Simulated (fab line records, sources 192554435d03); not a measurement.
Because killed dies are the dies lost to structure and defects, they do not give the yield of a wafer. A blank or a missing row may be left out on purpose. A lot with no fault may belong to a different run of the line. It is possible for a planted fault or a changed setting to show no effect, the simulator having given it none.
fab line records | flow n5Finfet
[record] lots = 10 | wafers = 26 | lastDay = 18
route steps=1938 shown MOL_CONTACT_COAG@535 BEOL_M4@1111 PASSIVATION@1936
lots that met no fault: taken from a fault-free run of the same line
startH: hours from the record's first day to the start of the lot's first wafer shown | waitH: hours since the lot's step before | " unchanged from the row above | L1.1+2: several wafers, shown together as one row | - no value, or no start given | * or withheld: withheld | < > ~ a bound
route shown NAME@n: a module of which the file shows steps, and the number in the route of the first | usual: the fault-free wafers' mean and standard deviation | same: alike in all rows | chamber/n: place in a boat | sites: each site's reading | _std_site: their standard deviation | _edge_site: inner sites' mean taken away from outer sites' mean | radiusMm: how far each site lies from the wafer's centre | mask NAME#n: copy n | behind: the most recent tool/chamber to have shaped the wafer | hold: the reason the lot was held/the length of the hold in hours/how it ended | device: transistor that didn't switch, given as n, p or np | end of line: at the end of the route, the tests of the same wafers | where a step has no rows: the recipe by itself | killed: dies that structure and defects cost at the first sort, which is not the same as the wafer's yield | map: a wafer's dies, marking killed ones x, the rest . and places with no die _
set.NAME: setting as actually run; set.NAME@STEP: the setting as run at that earlier step | model.NAME: the simulator's own value behind a step, which no gauge read
one table for each step of the route and one row for each wafer, over a sample of lots
services: a tool's chamber out of use, with start hour (startH, from the record's first day; less than 0 if before it), hours out, and reason
[[steps]]
[step N5_MOL_CONTACT_COAG_CONTACT_ETCH_14]
[recipe] chemistry = C4F6/O2 | target = SiO2 | targetDepthA = 275 | overetchA = 85 | maskMaterial = SOC | pressureMtorr = 30 | sourceW = 370 | biasW = 185 | Ar_flow_sccm = 300 | C4F6_flow_sccm = 16 | O2_flow_sccm = 10 | timeS = 20 | ionEnergyEv = 259.6
[usual] drypumpMotorCurrentA = 5.7/0.44 | oes_ar_750_au = 0.79/0.055 | oesProductAu = 0.68/0.051 | rfVppV = 693.2/2.1 | showerheadPlenumPTorr = 2.90/0.06 | throttleValvePct = 21.39/0.17
lot.wafer | tool       | chamber | startH | waitH | drypumpMotorCurrentA | oes_ar_750_au | oesProductAu | rfHoursCounterH | rfVppV | showerheadPlenumPTorr | throttleValvePct
L486.2    | rieDiel-05 | 3       | 89.96  | 0.0   | 6.3                  | 0.81          | 0.70         | 89              | 693.9  | 2.91                  | 21.24
L486.3    | "          | 0       | "      | "     | 5.9                  | 0.84          | 0.72         | 70              | 693.4  | 2.91                  | 21.37
L486.6    | "          | 0       | "      | "     | 5.9                  | 0.84          | 0.71         | -               | 692.3  | 2.91                  | 21.38
L487.3    | rieDiel-02 | 0       | 99.54  | 0.0   | 5.9                  | 0.90          | 0.77         | 25              | 694.7  | 2.96                  | 21.35
L487.4    | "          | 3       | "      | "     | 5.4                  | 0.76          | 0.64         | 141             | 691.9  | 2.87                  | 21.39
L487.5    | "          | 0       | "      | "     | 5.9                  | 0.90          | 0.77         | -               | 696.2  | 2.96                  | 21.36
L493.2    | rieDiel-05 | 0       | 133.13 | 0.0   | 5.9                  | 0.82          | 0.69         | 86              | 694.3  | 2.90                  | 21.40
L493.3    | "          | 3       | "      | "     | 6.3                  | 0.79          | 0.68         | 104             | 694.5  | 2.90                  | 21.24
L493.4    | "          | 2       | "      | "     | 5.3                  | 0.86          | 0.75         | 46              | 695.2  | 2.93                  | 21.24
L497.3    | rieDiel-05 | 1       | 157.76 | 0.0   | 5.7                  | 0.76          | 0.64         | 168             | 691.0  | 2.89                  | 21.47
L497.5    | "          | 3       | "      | "     | 6.3                  | 0.79          | 0.68         | -               | 693.5  | 2.90                  | 21.27
L499.1    | rieDiel-01 | 3       | 172.65 | 0.0   | 6.1                  | 0.86          | 0.75         | 51              | 693.4  | 2.95                  | 21.17
L499.5    | "          | 3       | "      | "     | 6.1                  | 0.86          | 0.74         | -               | 694.7  | 2.95                  | 21.13
L499.6    | "          | 0       | "      | "     | 5.1                  | 0.77          | 0.65         | -               | 691.6  | 2.89                  | 21.29
L500.1    | rieDiel-01 | 0       | 174.21 | 0.0   | 5.1                  | 0.77          | 0.65         | 121             | 692.2  | 2.89                  | 21.27
L500.2    | "          | 2       | "      | "     | 5.2                  | 0.77          | 0.65         | 160             | 687.3  | 2.78                  | 21.66
L504.3    | rieDiel-02 | 1       | 195.78 | 0.0   | 6.3                  | 0.73          | 0.60         | 231             | 691.4  | 2.85                  | 21.58
L504.6    | "          | 3       | "      | "     | 5.4                  | 0.73          | 0.62         | -               | 692.6  | 2.86                  | 21.44
L506.2    | rieDiel-05 | 0       | 207.01 | 0.0   | 5.9                  | 0.79          | 0.68         | 114             | 693.6  | 2.89                  | 21.45
L506.4    | "          | 1       | "      | "     | 5.7                  | 0.74          | 0.63         | 187             | 692.4  | 2.88                  | 21.49
L506.5    | "          | 2       | "      | "     | 5.3                  | 0.83          | 0.71         | -               | 693.7  | 2.92                  | 21.27
L507.1    | rieDiel-01 | 1       | 215.02 | 0.0   | 5.3                  | 0.70          | 0.60         | 248             | 695.4  | 2.96                  | 21.70
L507.3    | "          | 0       | "      | "     | 5.1                  | 0.75          | 0.64         | 136             | 692.7  | 2.89                  | 21.31
L507.6    | "          | 2       | "      | "     | 5.3                  | 0.76          | 0.64         | -               | 689.5  | 2.78                  | 21.69
L509.4    | rieDiel-05 | 1       | 227.27 | 0.0   | 5.7                  | 0.73          | 0.62         | 195             | 691.0  | 2.88                  | 21.51
L509.6    | "          | 2       | "      | "     | 5.3                  | 0.82          | 0.71         | -               | 695.4  | 2.92                  | 21.28
[step N5_MOL_CONTACT_COAG_ETCH_15]
[recipe] chemistry = CH3F/O2 | target = SiNx | targetDepthA = 70 | maskMaterial = SOC | stopOn = Si:P | overEtchFrac = 0.75 | ionEnergyEv = 120 | pressureMtorr = 30 | sourceW = 395 | biasW = 73 | Ar_flow_sccm = 150 | CH3F_flow_sccm = 30 | O2_flow_sccm = 20
[usual] drypumpMotorCurrentA = 5.7/0.44 | oes_ar_750_au = 0.79/0.055 | oesProductAu = 0.58/0.044 | rfVppV = 299/4.1 | showerheadPlenumPTorr = 2.02/0.044 | throttleValvePct = 16.42/0.19
lot.wafer | tool       | chamber | startH | waitH | drypumpMotorCurrentA | oes_ar_750_au | oesProductAu | rfHoursCounterH | rfVppV | showerheadPlenumPTorr | throttleValvePct
L486.2    | rieDiel-05 | 3       | 89.99  | 0.0   | 6.3                  | 0.82          | 0.59         | 89              | 298    | 2.02                  | 16.28
L486.3    | "          | 0       | "      | "     | 5.9                  | 0.83          | 0.62         | 70              | 304    | 2.02                  | 16.39
L486.6    | "          | 0       | "      | "     | 5.9                  | 0.83          | 0.62         | -               | 305    | 2.02                  | 16.41
L487.3    | rieDiel-02 | 0       | 99.58  | 0.0   | 5.9                  | 0.89          | 0.66         | 25              | 302    | 2.06                  | 16.32
L487.4    | "          | 3       | "      | "     | 5.4                  | 0.76          | 0.55         | 141             | 290    | 2.00                  | 16.45
L487.5    | "          | 0       | "      | "     | 5.9                  | 0.89          | 0.65         | -               | 301    | 2.06                  | 16.34
L493.2    | rieDiel-05 | 0       | 133.17 | 0.0   | 5.9                  | 0.82          | 0.60         | 86              | 303    | 2.02                  | 16.44
L493.3    | "          | 3       | "      | "     | 6.3                  | 0.80          | 0.59         | 104             | 299    | 2.01                  | 16.31
L493.4    | "          | 2       | "      | "     | 5.3                  | 0.87          | 0.63         | 46              | 301    | 2.04                  | 16.26
L497.3    | rieDiel-05 | 1       | 157.80 | 0.0   | 5.7                  | 0.75          | 0.55         | 168             | 303    | 2.01                  | 16.52
L497.5    | "          | 3       | "      | "     | 6.3                  | 0.79          | 0.58         | -               | 297    | 2.01                  | 16.32
L499.1    | rieDiel-01 | 3       | 172.69 | 0.0   | 6.1                  | 0.86          | 0.64         | 51              | 300    | 2.05                  | 16.10
L499.5    | "          | 3       | "      | "     | 6.1                  | 0.87          | 0.63         | -               | 300    | 2.05                  | 16.12
L499.6    | "          | 0       | "      | "     | 5.1                  | 0.77          | 0.56         | -               | 305    | 2.01                  | 16.36
L500.1    | rieDiel-01 | 0       | 174.24 | 0.0   | 5.1                  | 0.77          | 0.56         | 121             | 305    | 2.01                  | 16.35
L500.2    | "          | 2       | "      | "     | 5.3                  | 0.76          | 0.56         | 160             | 298    | 1.93                  | 16.69
L504.3    | rieDiel-02 | 1       | 195.82 | 0.0   | 6.3                  | 0.72          | 0.52         | 231             | 291    | 1.97                  | 16.65
L504.6    | "          | 3       | "      | "     | 5.4                  | 0.73          | 0.53         | -               | 291    | 1.99                  | 16.52
L506.2    | rieDiel-05 | 0       | 207.05 | 0.0   | 5.9                  | 0.79          | 0.58         | 114             | 302    | 2.01                  | 16.48
L506.4    | "          | 1       | "      | "     | 5.7                  | 0.74          | 0.54         | 187             | 303    | 2.00                  | 16.56
L506.5    | "          | 2       | "      | "     | 5.3                  | 0.84          | 0.62         | -               | 300    | 2.03                  | 16.31
L507.1    | rieDiel-01 | 1       | 215.06 | 0.0   | 5.3                  | 0.70          | 0.51         | 248             | 295    | 2.06                  | 16.80
L507.3    | "          | 0       | "      | "     | 5.1                  | 0.76          | 0.55         | 136             | 304    | 2.00                  | 16.39
L507.6    | "          | 2       | "      | "     | 5.2                  | 0.76          | 0.55         | -               | 299    | 1.92                  | 16.72
L509.4    | rieDiel-05 | 1       | 227.31 | 0.0   | 5.7                  | 0.73          | 0.53         | 195             | 302    | 2.00                  | 16.56
L509.6    | "          | 2       | "      | "     | 5.3                  | 0.83          | 0.61         | -               | 301    | 2.03                  | 16.32
[step N5_MOL_CONTACT_COAG_CMP_23]
[recipe] stopOn = SiO2 | tOverpolishS = 1.5 | postCmpClean = cuAlkaline | downForcePsi = 2 | platenRpm = 50.289 | padVelocityMS = 1.0006 | targetThkNm = 0
[usual] motorCurrentA = 8.4/0.62 | overpolishRunS = 1.499/0.01 | timeToEndpointS = 10.8/1.9
lot.wafer | tool   | chamber | startH | waitH | motorCurrentA | overpolishRunS | timeToEndpointS
L486.2    | cmp-03 | 3       | 95.15  | 0.0   | 8.7           | 1.505          | 7.4
L486.3    | "      | 1       | "      | "     | 8.5           | 1.499          | 12.6
L486.6    | "      | 3       | "      | "     | 8.4           | 1.499          | 10.3
L487.3    | cmp-02 | 0       | 104.91 | 0.0   | 8.1           | 1.504          | 12.8
L487.4    | "      | 1       | "      | "     | 8.8           | 1.512          | 9.2
L487.5    | "      | 0       | "      | "     | 7.8           | 1.495          | 12.4
L493.2    | cmp-02 | 0       | 138.20 | 0.1   | 7.9           | 1.496          | 12.7
L493.4    | "      | 1       | "      | "     | 8.7           | 1.498          | 12.2
L493.3    | "      | 2       | "      | "     | 8.0           | 1.503          | 12.0
L497.3    | cmp-02 | 3       | 163.32 | 0.1   | 7.0           | 1.490          | 9.7
L497.5    | "      | 2       | "      | "     | 7.4           | 1.495          | 12.7
L499.1    | cmp-03 | 3       | 177.88 | 0.1   | 8.2           | 1.504          | 11.0
L499.6    | "      | 0       | "      | "     | 8.5           | 1.489          | 10.9
L499.5    | "      | 1       | "      | "     | 8.9           | 1.499          | 12.5
L500.2    | cmp-04 | 1       | 181.23 | 0.1   | 8.4           | 1.519          | 10.7
L500.1    | "      | 2       | "      | "     | 8.0           | 1.505          | 14.3
L504.3    | cmp-02 | 3       | 200.64 | 0.1   | 6.8           | 1.490          | 6.6
L504.6    | "      | 1       | "      | "     | 9.0           | 1.511          | 6.9
L506.2    | cmp-03 | 2       | 214.55 | 0.1   | 9.5           | 1.497          | 10.6
L506.4    | "      | 0       | "      | "     | 8.2           | 1.509          | 12.2
L506.5    | "      | 2       | "      | "     | 8.9           | 1.474          | 10.9
L507.1    | cmp-03 | 3       | 219.94 | 0.1   | 8.4           | 1.471          | 10.6
L507.3    | "      | 1       | "      | "     | 8.7           | 1.505          | 12.9
L507.6    | "      | 2       | "      | "     | 9.4           | 1.509          | 10.7
L509.4    | cmp-03 | 0       | 232.35 | 0.1   | 8.4           | 1.504          | 11.6
L509.6    | "      | 3       | "      | "     | 8.3           | 1.508          | 8.0
[step N5_MOL_CONTACT_COAG_ALD_27]
[recipe] material = SiOC | targetThkA = 170 | tempC = 400 | aldPrecursorFamily = carbosiloxane | aldCoReactant = H2-plasma | pulseTimeS = 1.5 | timeS = 2720 | purgeTimeS = 2 | coReactantPurgeTimeS = 2 | aldCycles = 340 | pressureTorr = 2
[usual] aldCycles = 340/0 | heaterPowerW = 863/61 | precursorPulseHeightRel = 0.997/0.019 | runLengthS = 2769.8/0.67 | timeS = 2720/0
lot.wafer | tool      | chamber | startH | waitH | aldCycles | heaterPowerW | precursorPulseHeightRel | runLengthS | timeS
L486.2    | aldSin-01 | 2       | 96.30  | 0.4   | 340       | 846          | 1.007                   | 2769.2     | 2720
L486.3    | "         | 1       | "      | "     | 340       | 772          | 1.000                   | 2770.2     | 2720
L486.6    | "         | 2       | "      | "     | 340       | 839          | 0.996                   | 2769.9     | 2720
L487.3    | aldSin-03 | 2       | 105.73 | 0.0   | 340       | 1001         | 1.002                   | 2770.4     | 2720
L487.4    | "         | 0       | "      | "     | 340       | 898          | 0.963                   | 2768.9     | 2720
L487.5    | "         | 0       | "      | "     | 340       | 875          | 0.993                   | 2768.9     | 2720
L493.2    | aldSin-03 | 3       | 139.69 | 0.7   | 340       | 912          | 1.018                   | 2769.4     | 2720
L493.3    | "         | 1       | "      | "     | 340       | 972          | 1.020                   | 2770.9     | 2720
L493.4    | "         | 0       | "      | "     | 340       | 871          | 0.989                   | 2769.0     | 2720
L497.3    | aldSin-02 | 1       | 164.49 | 0.5   | 151       | 888          | 1.014                   | 1257.8     | 1208
L497.5    | "         | 3       | "      | "     | 340       | 809          | 1.033                   | 2770.6     | 2720
L499.1    | aldSin-02 | 1       | 178.84 | 0.0   | 151       | 876          | 1.019                   | 1257.9     | 1208
L499.5    | "         | 1       | "      | "     | 340       | 898          | 0.976                   | 2769.9     | 2720
L499.6    | "         | 0       | "      | "     | 340       | 851          | 1.027                   | 2769.3     | 2720
L500.1    | aldSin-02 | 1       | 184.00 | 2.0   | 151       | 907          | 0.992                   | 1257.8     | 1208
L500.2    | "         | 3       | "      | "     | 340       | 821          | 0.998                   | 2771.0     | 2720
L504.3    | aldSin-03 | 3       | 201.35 | 0.0   | 340       | 894          | 1.015                   | 2769.2     | 2720
L504.6    | "         | 0       | "      | "     | 340       | 870          | 0.973                   | 2769.1     | 2720
L506.2    | aldSin-01 | 2       | 215.33 | 0.0   | 340       | 867          | 0.993                   | 2769.2     | 2720
L506.4    | "         | 0       | "      | "     | 340       | 912          | 0.979                   | 2770.4     | 2720
L506.5    | "         | 0       | "      | "     | 340       | 922          | 1.031                   | 2770.0     | 2720
L507.1    | aldSin-01 | 0       | 220.72 | 0.0   | 340       | 923          | 1.010                   | 2769.7     | 2720
L507.3    | "         | 1       | "      | "     | 340       | 796          | 1.007                   | 2769.9     | 2720
L507.6    | "         | 2       | "      | "     | 340       | 857          | 0.985                   | 2768.8     | 2720
L509.4    | aldSin-03 | 0       | 234.36 | 1.3   | 340       | 887          | 0.999                   | 2768.8     | 2720
L509.6    | "         | 2       | "      | "     | 340       | 960          | 0.991                   | 2770.9     | 2720
[step N5_MOL_CONTACT_COAG_ETCH_48]
[recipe] chemistry = C4F6/O2 | targetDepthA = 150 | overetchA = 45 | maskMaterial = SOC | target = SiOC | biasW = 465 | pressureMtorr = 10 | timeS = 17 | sourceW = 335 | Ar_flow_sccm = 300 | C4F6_flow_sccm = 10 | O2_flow_sccm = 10 | ionEnergyEv = 576
[usual] drypumpMotorCurrentA = 5.7/0.44 | oes_ar_750_au = 0.79/0.057 | oesProductAu = 0.67/0.058 | rfVppV = 1596/21 | showerheadPlenumPTorr = 2.87/0.065 | throttleValvePct = 40.8/0.32
lot.wafer | tool       | chamber | startH | waitH | drypumpMotorCurrentA | oes_ar_750_au | oesProductAu | rfHoursCounterH | rfVppV | showerheadPlenumPTorr | throttleValvePct
L486.2    | rieDiel-05 | 0       | 103.14 | 0.0   | 5.9                  | 0.83          | 0.71         | 75              | 1619   | 2.87                  | 41.3
L486.3    | "          | 1       | "      | "     | 5.7                  | 0.76          | 0.64         | 150             | 1620   | 2.86                  | 40.9
L486.6    | "          | 0       | "      | "     | 5.9                  | 0.83          | 0.72         | -               | 1621   | 2.87                  | 41.3
L487.3    | rieDiel-05 | 0       | 111.26 | 0.0   | 5.9                  | 0.83          | 0.68         | 78              | 1621   | 2.86                  | 41.3
L487.4    | "          | 1       | "      | "     | 5.7                  | 0.77          | 0.63         | 153             | 1618   | 2.86                  | 40.9
L487.5    | "          | 2       | "      | "     | 5.3                  | 0.88          | 0.74         | -               | 1606   | 2.90                  | 40.5
L493.2    | rieDiel-05 | 2       | 145.04 | 0.0   | 5.3                  | 0.86          | 0.73         | 50              | 1606   | 2.89                  | 40.5
L493.3    | "          | 0       | "      | "     | 5.9                  | 0.81          | 0.63         | 89              | 1620   | 2.86                  | 41.3
L493.4    | "          | 1       | "      | "     | 5.7                  | 0.76          | 0.61         | 164             | 1618   | 2.85                  | 40.9
L497.3    | rieDiel-02 | 1       | 169.39 | 0.0   | 6.3                  | 0.73          | 0.45         | 221             | 1564   | 2.81                  | 40.6
L497.5    | "          | 2       | "      | "     | 6.3                  | 0.89          | 0.75         | -               | 1589   | 3.03                  | 41.0
L499.1    | rieDiel-01 | 1       | 184.36 | 0.0   | 5.3                  | 0.71          | 0.43         | 237             | 1571   | 2.93                  | 41.1
L499.5    | "          | 0       | "      | "     | 5.1                  | 0.77          | 0.66         | -               | 1623   | 2.85                  | 40.6
L499.6    | "          | 1       | "      | "     | 5.3                  | 0.71          | 0.56         | -               | 1571   | 2.93                  | 41.1
L500.1    | rieDiel-01 | 2       | 189.26 | 0.0   | 5.3                  | 0.77          | 0.47         | 164             | 1590   | 2.74                  | 41.0
L500.2    | "          | 0       | "      | "     | 5.1                  | 0.76          | 0.67         | 126             | 1622   | 2.85                  | 40.6
L504.3    | rieDiel-05 | 0       | 206.48 | 0.0   | 5.9                  | 0.79          | 0.70         | 114             | 1618   | 2.85                  | 41.3
L504.6    | "          | 3       | "      | "     | 6.3                  | 0.77          | 0.65         | -               | 1592   | 2.85                  | 40.0
L506.2    | rieDiel-01 | 3       | 220.45 | 0.0   | 6.1                  | 0.84          | 0.73         | 68              | 1605   | 2.90                  | 41.0
L506.4    | "          | 2       | "      | "     | 5.2                  | 0.75          | 0.65         | 175             | 1591   | 2.74                  | 41.1
L506.5    | "          | 0       | "      | "     | 5.1                  | 0.76          | 0.63         | -               | 1621   | 2.85                  | 40.6
L507.1    | rieDiel-05 | 1       | 226.81 | 0.0   | 5.7                  | 0.73          | 0.63         | 195             | 1615   | 2.84                  | 40.9
L507.3    | "          | 0       | "      | "     | 5.9                  | 0.79          | 0.64         | 121             | 1620   | 2.84                  | 41.3
L507.6    | "          | 0       | "      | "     | 5.9                  | 0.78          | 0.69         | -               | 1620   | 2.84                  | 41.3
L509.4    | rieDiel-02 | 1       | 238.63 | 0.0   | 6.3                  | 0.71          | 0.63         | 245             | 1563   | 2.80                  | 40.7
L509.6    | "          | 3       | "      | "     | 5.4                  | 0.72          | 0.64         | -               | 1555   | 2.81                  | 40.8
[step N5_BEOL_M4_RC_MEAS_101]
[usual] DIBL_N = 36.3/1.7 | DIBL_P = 36.0/1.9 | IOFF_N = 0.156/0.028 | IOFF_P = 0.21/0.036 | ION_N = 675/11 | ION_P = 463/7.8 | SS_N = 71.6/0.59 | SS_P = 73.2/0.63 | VT_N = 250/3.1 | VT_P = -251/3.4
lot.wafer | tool      | chamber | startH | waitH | DIBL_N[mV/V] | DIBL_P[mV/V] | IOFF_N[nA/um] | IOFF_P[nA/um] | ION_N[uA/um] | ION_P[uA/um] | SS_N[mV/dec] | SS_P[mV/dec] | VT_N[mV] | VT_P[mV]
L486.2    | prober-02 | 0       | 161.97 | 0.9   | 32.5         | 34.3         | 0.114         | 0.16          | 661          | 455          | 71.2         | 72.2         | 252      | -255
L486.3    | "         | 0       | "      | "     | 34.3         | 35.3         | 0.124         | 0.17          | 671          | 459          | 71.5         | 72.8         | 251      | -252
L486.6    | "         | 0       | "      | "     | 35.5         | 36.1         | 0.148         | 0.19          | 671          | 457          | 72.2         | 73.0         | 248      | -252
L487.3    | prober-02 | 0       | 168.96 | 0.3   | 38.5         | 37.8         | 0.187         | 0.21          | 682          | 458          | 71.5         | 73.8         | 246      | -252
L487.4    | "         | 0       | "      | "     | 36.1         | 35.7         | 0.158         | 0.18          | 674          | 456          | 71.3         | 73.2         | 247      | -253
L487.5    | "         | 0       | "      | "     | 36.6         | 36.2         | 0.158         | 0.18          | 679          | 460          | 71.3         | 73.7         | 248      | -253
L493.2    | prober-01 | 0       | 210.53 | 0.2   | 37.0         | 37.0         | 0.159         | 0.22          | 675          | 461          | 71.3         | 73.8         | 248      | -247
L493.3    | "         | 0       | "      | "     | 37.8         | 38.1         | 0.195         | 0.26          | 691          | 475          | 71.4         | 73.9         | 245      | -244
L493.4    | "         | 0       | "      | "     | 36.4         | 35.9         | 0.144         | 0.20          | 662          | 458          | 72.1         | 73.5         | 250      | -249
L497.3    | prober-01 | 0       | 230.17 | 0.3   | 36.4         | 35.7         | 0.143         | 0.19          | 666          | 454          | 71.9         | 73.5         | 252      | -253
L497.5    | "         | 0       | "      | "     | 35.6         | 34.7         | 0.124         | 0.17          | 661          | 454          | 70.9         | 73.0         | 256      | -257
L500.1    | prober-02 | 0       | 248.31 | 0.0   | 36.5         | 37.7         | 0.165         | 0.19          | 676          | 454          | 72.8         | 72.5         | 252      | -251
L500.2    | "         | 0       | "      | "     | 36.7         | 37.9         | 0.153         | 0.19          | 670          | 458          | 71.7         | 73.7         | 251      | -252
L499.1    | prober-02 | 0       | 250.83 | 0.0   | 36.5         | 35.3         | 0.171         | 0.25          | 693          | 481          | 72.3         | 73.4         | 246      | -245
L499.5    | "         | 0       | "      | "     | 37.8         | 36.9         | 0.193         | 0.27          | 691          | 480          | 72.7         | 74.0         | 246      | -246
L499.6    | "         | 0       | "      | "     | 39.0         | 38.3         | 0.215         | 0.31          | 697          | 481          | 72.8         | 73.8         | 245      | -243
L504.3    | prober-01 | 0       | 272.47 | 0.3   | 37.2         | 37.6         | 0.184         | 0.22          | 696          | 467          | 72.2         | 74.1         | 248      | -251
L504.6    | "         | 0       | "      | "     | 37.4         | 36.7         | 0.170         | 0.21          | 676          | 463          | 71.3         | 73.6         | 248      | -248
L507.1    | prober-01 | 0       | 298.73 | 0.0   | 36.7         | 35.2         | 0.144         | 0.20          | 683          | 471          | 71.3         | 73.2         | 250      | -248
L507.3    | "         | 0       | "      | "     | 34.6         | 33.2         | 0.118         | 0.18          | 669          | 463          | 70.9         | 72.8         | 254      | -251
L507.6    | "         | 0       | "      | "     | 36.0         | 34.7         | 0.136         | 0.20          | 680          | 471          | 71.5         | 72.8         | 252      | -249
L506.2    | prober-02 | 0       | 299.00 | 0.2   | 37.6         | 37.5         | 0.179         | 0.24          | 679          | 465          | 71.9         | 73.8         | 246      | -247
L506.4    | "         | 0       | "      | "     | 36.6         | 35.7         | 0.157         | 0.22          | 679          | 470          | 71.0         | 72.6         | 248      | -249
L506.5    | "         | 0       | "      | "     | 37.2         | 36.1         | 0.168         | 0.23          | 686          | 477          | 72.1         | 72.5         | 246      | -248
L509.4    | prober-01 | 0       | 320.54 | 0.5   | 36.5         | 35.5         | 0.142         | 0.22          | 667          | 466          | 71.1         | 72.7         | 250      | -247
L509.6    | "         | 0       | "      | "     | 41.0         | 40.2         | 0.249         | 0.32          | 689          | 478          | 72.7         | 74.6         | 242      | -245
[step N5_PASSIVATION_PROBE_49]
[usual] defectLimitedYield = 91.5/1.5 | killed_at_M0_to_M3 = 30/11 | killed_at_M4_up = 13/4.9 | killedAtContacts = 14/6.5 | killedAtFrontEnd = 40/11 | killedAtOther = 3.3/2.7 | killedDies = 100/18 | killedOpen = 67/14 | killedShort = 32/7.8 | sort_bin_5_function = 5.0/0.97 | sort_bin_6_memory = 3.2/0.75 | sortNPass = 1080/18 | sortYieldPct = 91.5/1.5
[same] grossDies = 1180 | killedAtBackSide = 0 | sort_bin_4_leakage[%] = 0 | sort_bin_8_speed[%] = 0
lot.wafer | tool      | chamber | startH | waitH | defectLimitedYield[%] | killed_at_M0_to_M3 | killed_at_M4_up | killedAtContacts | killedAtFrontEnd | killedAtOther | killedDies | killedOpen | killedShort | sort_bin_5_function[%] | sort_bin_6_memory[%] | sortNPass | sortYieldPct[%]
L500.1    | prober-01 | -       | 369.01 | 0.0   | 91.8                  | 13                 | 18              | 10               | 54               | 2             | 97         | 70         | 26          | 4.7                    | 3.3                  | 1083      | 91.8
L500.2    | prober-01 | -       | 369.06 | 0.1   | 93.1                  | 16                 | 12              | 13               | 35               | 5             | 81         | 55         | 26          | 4.2                    | 2.2                  | 1099      | 93.1
// killed by level:class
L500.1 STI_FIN_REVEAL:geometricParticle:open=16 FIN_SAQP:geometricParticle:short=8 MOL_CONTACT_COAG:geometricParticle:open=8 FIN_SAQP:geometricParticle:open=6 GATE_CUT:geometricParticle:short=6 BEOL_M4:geometricParticle:open=6 DUMMY_GATE:geometricParticle:open=5 BEOL_M5:geometricParticle:open=5
L500.2 MOL_CONTACT_COAG:geometricParticle:open=11 STI_FIN_REVEAL:geometricParticle:open=7 FIN_SAQP:geometricParticle:short=6 BEOL_M3:geometricParticle:open=6 FIN_SAQP:geometricParticle:open=5 GATE_CUT:geometricParticle:short=4 DUMMY_GATE:geometricParticle:open=3 BEOL_M6:geometricParticle:open=3
[[services]]
tool       | chamber | startH | hours | kind
cmp-02     | -       | 67.02  | 1.7   | repair
cmp-02     | -       | 69.66  | 1.6   | repair
aldSin-03  | 1       | 69.78  | 1.8   | repair
rieDiel-01 | -       | 79.26  | 0.6   | repair
aldSin-02  | -       | 85.25  | 14.0  | pm
cmp-02     | -       | 85.55  | 1.5   | repair
rieDiel-01 | 1       | 95.65  | 5.7   | repair
rieDiel-01 | 2       | 98.62  | 8.0   | repair
cmp-03     | -       | 104.47 | 0.5   | repair
rieDiel-02 | 0       | 108.23 | 1.7   | repair
aldSin-02  | 1       | 114.16 | 11.5  | repair
rieDiel-02 | -       | 130.52 | 2.8   | pm
aldSin-02  | 0       | 134.15 | 1.8   | repair
rieDiel-05 | 1       | 146.48 | 2.7   | repair
aldSin-01  | 1       | 146.65 | 5.5   | repair
cmp-02     | -       | 147.13 | 0.3   | repair
cmp-03     | -       | 149.76 | 4.0   | pm
rieDiel-01 | 0       | 150.88 | 2.4   | repair
rieDiel-02 | 3       | 176.47 | 6.5   | repair
rieDiel-05 | 2       | 179.93 | 8.2   | repair
aldSin-03  | 1       | 184.49 | 81.6  | repair
rieDiel-02 | 1       | 215.45 | 4.4   | repair
rieDiel-01 | -       | 223.56 | 0.1   | repair
cmp-02     | -       | 231.83 | 6.2   | pm
[[key]]
[firstSign] step = N5_MOL_CONTACT_COAG_ALD_27 | reading = aldCycles | direction = down | sigmas = 99+ | usual = * | struck = *
[effect] step = N5_MOL_CONTACT_COAG_ALD_27 | reading = timeS | direction = down | sigmas = 99+ | usual = * | struck = *
[effect] step = N5_MOL_CONTACT_COAG_ETCH_48 | reading = oesProductAu | direction = down | sigmas = 3.8 | usual = 0.67 | struck = 0.45
metAt N5_MOL_CONTACT_COAG_ALD_27
struckLots L497,L499,L500
struckWafers L497.3,L499.1,L500.1
notActingAt N5_MOL_CONTACT_COAG_CONTACT_ETCH_14,N5_MOL_CONTACT_COAG_ETCH_15,N5_MOL_CONTACT_COAG_CMP_23
[fault] kind = processParameterDrift | tool = aldSin-02 | chamber = - | onsetH = 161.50 | steps = N5_MOL_CONTACT_COAG_ALD_27 | channel = aldCycles | offset = * | shape = step | endH = 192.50 | scope = struckWafersOnly | actsIn = * | stated = *
